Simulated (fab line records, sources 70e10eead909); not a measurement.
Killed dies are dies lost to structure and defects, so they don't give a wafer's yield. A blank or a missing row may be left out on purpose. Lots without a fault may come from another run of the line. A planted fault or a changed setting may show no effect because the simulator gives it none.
Chamber matching | flow nand_harc | NHARC_A_BONDPAD_DEP_00 on pecvd-02: 3 sister chambers
The step deposits SiCN, target thk 250 nm. 6 wafers are shown with their chamber, then 12 later ones without.

WAFERS WITH THEIR CHAMBER
wafer  | chamber | heater_power_w (W)
L080.4 | 2       | 440
L084.4 | 2       | 489
L087.5 | 0       | 477
L086.3 | 1       | 532
L086.4 | 0       | 499
L086.5 | 1       | 528

WAFERS WITHOUT THEIR CHAMBER
wafer  | heater_power_w (W)
L085.3 | 633
L085.5 | 457
L085.6 | 473
L091.1 | 496
L091.2 | 512
L091.3 | 612
L091.4 | 530
L091.5 | 614
L091.6 | 515
L093.2 | 596
L093.3 | 499
L093.6 | 625

WHICH CHAMBER EACH WENT THROUGH
wafer  | from the rows above          | in truth
L085.3 | can't be placed: 1 or 0      | 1
L085.5 | can't be placed: 2 or 0      | 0
L085.6 | can't be placed: 2 or 0      | 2
L091.1 | can't be placed: 0 or 2 or 1 | 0
L091.2 | can't be placed: 1 or 0 or 2 | 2
L091.3 | can't be placed: 1 or 0      | 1
L091.4 | can't be placed: 1 or 0      | 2
L091.5 | can't be placed: 1 or 0      | 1
L091.6 | can't be placed: 1 or 0 or 2 | 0
L093.2 | can't be placed: 1 or 0      | 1
L093.3 | can't be placed: 0 or 1 or 2 | 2
L093.6 | can't be placed: 1 or 0      | 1
Placed correctly: 0 of 12. Can't be placed from these rows: 12 (the true chamber is among the candidates in 11). Placed wrongly: 0.
How it was worked out, from the rows above alone: a wafer's distance from a chamber is the root of the sum, over the readings, of the square of ((its reading less the chamber's mean) divided by the reading's scatter). The wafer belongs to the nearest chamber; if the next one is less than 2 further off, it can't be placed. A chamber's mean is the mean of its shown wafers. The scatter: the root of (the sum of the squares of (reading less its chamber's mean) over the shown wafers, divided by (wafers less chambers)).
